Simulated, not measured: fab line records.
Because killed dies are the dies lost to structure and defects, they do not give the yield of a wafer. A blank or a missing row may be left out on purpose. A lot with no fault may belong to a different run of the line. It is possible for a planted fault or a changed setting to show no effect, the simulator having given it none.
Chamber matching -- flow nandHarc -- NHARC_P_GATE_DESCUM_61 on rieDiel-09: 3 sister chambers
The step chemistry O2, time 3 s. 14 wafers are shown with their chamber, then 5 later ones without.

== WAFERS, EACH WITH ITS CHAMBER ==
wafer,chamber,drypumpMotorCurrentA (A),rfVppV (V),throttleValvePct (%)
L342.1,2,6.1,56.4,11.305
L342.3,0,5.7,57.5,11.315
L342.4,3,6.2,57.3,11.312
L345.3,2,6.1,58.2,11.303
L345.4,3,6.2,59.4,11.286
L345.6,0,5.7,58.5,11.300
L347.1,0,5.7,57.4,11.307
L347.5,3,6.2,59.0,11.314
L347.6,2,6.1,57.9,11.322
L350.3,3,6.3,58.8,11.286
L350.4,0,5.7,58.8,11.315
L350.6,2,6.2,57.9,11.304
L358.4,0,5.7,57.7,11.319
L358.5,3,6.3,58.1,11.304

SIGNATURES (averages over the wafers above)
reading,chamber 0,chamber 2,chamber 3,scatter within a chamber
drypumpMotorCurrentA,5.700,6.125,6.240,0.0421
rfVppV,57.980,57.600,58.520,0.758
throttleValvePct,11.31120,11.30850,11.30040,0.0106
Rule: a wafer lies at a distance from a chamber equal to the root of the sum of squares, over the readings, of (its reading less the chamber's mean, divided by the reading's scatter). If the next closest chamber is less than 2 further off than the closest, the wafer can't be placed; otherwise it belongs to the closest. How the scatter is found: for the shown wafers, subtract from each reading the mean of its chamber, square and add these, divide the total by (wafers less chambers), then take the root.

== WAFERS WHOSE CHAMBER IS MISSING ==
wafer,drypumpMotorCurrentA (A),rfVppV (V),throttleValvePct (%)
L358.6,5.7,58.7,11.310
L359.1,6.2,58.5,11.326
L359.4,5.7,57.5,11.315
L360.3,5.7,58.4,11.315
L360.5,6.1,57.0,11.309

== WHICH CHAMBER EACH WENT THROUGH ==
wafer,from the rows above,in truth
L358.6,0,0
L359.1,can't be placed: 3 or 2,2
L359.4,0,0
L360.3,0,0
L360.5,2,2
Placed correctly: 4 of 5. Cannot be placed on the basis of these rows: 1; the candidates contain the true chamber in 1. Placed wrongly: 0.
